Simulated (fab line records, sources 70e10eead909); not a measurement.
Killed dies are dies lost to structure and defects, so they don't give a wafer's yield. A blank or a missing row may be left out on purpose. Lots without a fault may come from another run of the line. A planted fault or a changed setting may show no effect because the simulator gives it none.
Which tool did it? | flow nand_harc | 11 lots, 33 wafers sampled, at 4 steps of a route of 1159

WHAT THE GAUGES READ, wafer by wafer
NHARC_END_SORT_01.
lot  | measured     | on        | sort_bin_2_pct (%)
L283 | day 18 20:38 | prober-02 | 0.9 1.5 1.0
L284 | day 20 00:34 | prober-01 | 1.0 0.7 1.3
L293 | day 21 13:19 | prober-01 | 98.5 97.6 97.5
L290 | day 21 13:20 | prober-02 | 97.0 96.5 96.9
L295 | day 22 09:44 | prober-02 | 1.6 2.1 1.0
L296 | day 22 09:46 | prober-01 | 1.5 1.6 1.9
L299 | day 23 19:49 | prober-02 | 1.3 1.0 1.3
L302 | day 24 03:51 | prober-01 | 2.7 2.5 1.8
L303 | day 24 13:43 | prober-01 | 1.2 2.1 1.0
L304 | day 24 11:26 | prober-02 | 2.4 1.3 1.2
L305 | day 24 19:20 | prober-02 | 1.6 3.0 2.4

WHICH TOOL RAN EACH LOT (tool, then ch and the chambers of the sampled wafers, then the start)
lot  | NHARC_A_M1_ETCH_35                 | NHARC_A_M1_PVD_21                       | NHARC_A_BONDPAD_DEP_00
L283 | rie_diel-02 ch 0,1, day 17 09:19   | pvd_sputter-03, day 17 12:08 or earlier | pecvd-03 ch 0,1,2, day 17 12:56
L284 | rie_diel-06 ch 2,3, day 18 02:31   | pvd_sputter-01, day 18 05:02 or earlier | pecvd-02 ch 0,1,2, day 18 05:46
L293 | rie_diel-08 ch 0,1,2, day 20 01:27 | pvd_sputter-02, day 20 04:26 or earlier | pecvd-01 ch 0,2, day 20 05:11
L290 | rie_diel-06 ch 0,2, day 20 03:01   | pvd_sputter-02, day 20 05:30 or earlier | pecvd-02 ch 0,2, day 20 06:14
L295 | rie_diel-06 ch 0,1, day 20 21:10   | pvd_sputter-03, day 20 23:39 or earlier | pecvd-02 ch 1,2, day 21 00:21
L296 | rie_diel-02 ch 0,2,3, day 20 21:20 | pvd_sputter-02, day 20 23:52 or earlier | pecvd-02 ch 0,1, day 21 00:41
L299 | rie_diel-08 ch 0,3, day 22 05:50   | pvd_sputter-03, day 22 08:20 or earlier | pecvd-02 ch 1,2, day 22 09:17
L302 | rie_diel-08 ch 0,2,3, day 22 14:55 | pvd_sputter-02, day 22 17:24 or earlier | pecvd-01 ch 0,2, day 22 18:16
L303 | rie_diel-02 ch 0,1,3, day 22 23:19 | pvd_sputter-02, day 23 01:50 or earlier | pecvd-02 ch 1,2, day 23 02:32
L304 | rie_diel-06 ch 1,3, day 22 23:52   | pvd_sputter-01, day 23 02:22 or earlier | pecvd-02 ch 0,2, day 23 03:04
L305 | rie_diel-06 ch 1,2, day 23 04:20   | pvd_sputter-03, day 23 07:03 or earlier | pecvd-02 ch 0,1, day 23 07:47
- NHARC_A_M1_ETCH_35: etches the open film in N2/H2, target depth 40 nm, overetch 12 nm, time 43.94 s.
- NHARC_A_M1_PVD_21: deposits Cu, target thk 30 nm, time 20.49 s.
- NHARC_A_BONDPAD_DEP_00: deposits SiCN, target thk 250 nm.

THE ANSWER, worked out from the rows above alone
Rule: what is usual is taken from the lots themselves. Put in order of their means at a reading, lots are off if they are a third of the lots or fewer, leave a main group of 4 or more, and stand apart from it by a gap of 3 or more times the standard deviation of the main group's means; of several such gaps the widest counts. A main group whose means are all the same, to the digits that the tables above print for the reading, isn't used. A lot without any number at a reading at which 4 lots or more have one is off too. The other lots that the step has rows for count as sound.
Off: L293, L290, at NHARC_END_SORT_01 (sort_bin_2_pct). The main group: mean 1.6 %, standard deviation 0.45.
A tool fits if, at a process step before that reading, it ran every lot that is off, and no sound lot after the first of them. The gauges at NHARC_END_SORT_01 are tried like those tools. NHARC_A_M1_PVD_21 gives no start for some lots, so the hours and the order of its lots are those of NHARC_A_M1_INSPECT_27. None of those tried fits.

WHAT THE SIMULATOR HAD PUT IN
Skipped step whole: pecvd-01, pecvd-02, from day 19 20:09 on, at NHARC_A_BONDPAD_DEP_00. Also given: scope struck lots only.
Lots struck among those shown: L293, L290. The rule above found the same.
